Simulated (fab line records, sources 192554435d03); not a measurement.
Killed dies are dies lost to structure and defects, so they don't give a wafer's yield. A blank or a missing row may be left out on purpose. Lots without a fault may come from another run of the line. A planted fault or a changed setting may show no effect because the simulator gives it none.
A struck lot beside a sound one | flow n5_finfet | 33 steps out of a route of 1938
Sound: wafers L487.2, L487.3, L487.6. Struck: wafers L490.1, L490.4, L490.6. The cause comes at the end.
At each step with rows: each side's tool, then ch and its chambers, then its first start. Under that, the readings that differ: sound wafers | struck wafers | difference of the means | sigmas: that difference in standard deviations of wafers without a fault.
alike: readings whose means differ by less than 2 such deviations, and words and numbers that are the same on both sides. not compared: withheld readings, readings that some wafer has no value for, bounds like >300 that may hide the same value, and numbers for which the record gives no deviation and whose values overlap.
The two part at a step that has a row with sigmas, a row that says differs or no value, or rows on one side only. Numbers that don't overlap but have no deviation are shown without sigmas and don't part them. A reading that every wafer of one side lacks parts them only if that side has two wafers or more.

first, 9 steps without rows for these wafers: N5_SD_EPI_P_DESCUM_14 (chemistry O2, time 7.9 s); N5_SD_EPI_P_ETCH_36 (etches SiARC in CF4, target depth 45.5 nm, time 75.8 s); N5_SD_EPI_P_ETCH_37 (etches SOC in N2/H2, overetch 108 nm, time 486 s); N5_SD_EPI_P_STRIP_38 (strips in N2/H2); N5_SD_EPI_P_ETCHBACK_46 (etches SiNx in CH3F/O2, stops on SiO2, target depth 17.5 nm); N5_SD_EPI_P_ETCH_47 (etches SiOCN in CH3F/O2, target depth 25 nm); N5_SD_EPI_P_ETCH_16 (etches SiO2 in CHF3/O2, target depth 5 nm); N5_SD_EPI_P_STRIP_50 (strips in CHF3/O2); N5_SD_EPI_P_SD_RECESS_17 (chemistry HBr/Cl2/O2, target depth 39.1 nm, bt time 3 s).
N5_SD_EPI_P_WET_ETCH_45: etches SiO2 in dHF, time 10.7 s, target depth 2 nm, rinse time 30 s.
  sound on wet_bench-04 ch 0,1,6, day 6 05:32; struck on wet_bench-02 ch 2,3,5, day 6 18:41
  no value came back on the struck wafers for rinse_temp_c (C), rinse_time_s (s); on the sound wafers rinse_temp_c (C) reads 23.20 22.74 22.96
then, 22 steps without rows for these wafers: N5_SD_EPI_P_STRIP_40 (strips in N2/H2); N5_SD_EPI_P_PRECLEAN_52 (cleans in O3/DIW, time 60 s); N5_SD_EPI_P_SRD_20 (time 30 s); N5_SD_EPI_P_PRECLEAN_51 (cleans in NF3:NH3, afs cycles 1, time 20 s, sublimation time 60 s); N5_SD_EPI_P_VAPOR_ETCH_44 (etches SiGe30 in NF3/Ar, time 3.3 s); N5_SD_EPI_P_EPI_21 (deposits SiGe:B, time 355 s); N5_SD_EPI_P_HM_STRIP_48 (strips SiNx in H3PO4, material SiNx, target depth 3 nm); N5_SD_EPI_P_SRD_49 (time 30 s); N5_SD_EPI_P_PRECLEAN_24 (cleans in O3/DIW, time 45 s); N5_SD_EPI_P_PRECLEAN_32 (cleans in dHF, time 10 s); N5_SD_EPI_P_PRECLEAN_33 (cleans in SC2, time 45 s); N5_SD_EPI_P_SRD_25 (time 30 s); N5_SD_ACTIVATION_RTA_00 (time 0 s); N5_SD_ACTIVATION_LSA_01 (time 0.0008 s); N5_ILD0_LINER_00 (material SiNx, target thk 4 nm, pulse time 1 s, purge time 2 s); N5_ILD0_FCVD_FILL_01 (material SiO2 flowable, target thk 200 nm, time 328.3 s); N5_ILD0_CURE_02 (time 1800 s); N5_ILD0_CMP_03 (polishes, stops on SiNx, t overpolish 1.9 s, target thk 197.38 nm); N5_ILD0_CMP_07 (polishes SiO2 flowable, stops on poly-Si, t overpolish 1.18 s, target thk 138.88 nm); N5_ILD0_PRECLEAN_10 (cleans in NF3:NH3, afs cycles 5, time 20 s, sublimation time 60 s); N5_ILD0_ALD_15 (deposits SiNx, target thk 24 nm, pulse time 1 s, ald cycles 480); N5_ILD0_CMP_12 (polishes SiNx, stops on poly-Si, t overpolish 6 s, target thk 17.67 nm).
-- the record jumps here: 6 days lie between the struck wafers' starts before and after (it left off in module ILD0 and takes up again in module BEOL_M4, whose first step shown is number 1111 of the route) --
N5_BEOL_M4_RC_MEAS_101:
  sound on prober-02 ch 0, day 12 00:50; struck on prober-02 ch 0, day 12 14:01
  reading             | sound                      | struck                     | difference | sigmas
  IOFF_P_LONG (nA/um) | 0.000105 0.000108 0.000108 | 0.000128 0.000132 0.000127 | +0.000022  | +3
  alike: DIBL_N, DIBL_P, IOFF_N, IOFF_P, ION_N, ION_P, SS_N, SS_P, VT_N, VT_P

WHERE THEY PART
First at N5_SD_EPI_P_WET_ETCH_45; last, within this record, at N5_BEOL_M4_RC_MEAS_101.

WHY: what the simulator had put in
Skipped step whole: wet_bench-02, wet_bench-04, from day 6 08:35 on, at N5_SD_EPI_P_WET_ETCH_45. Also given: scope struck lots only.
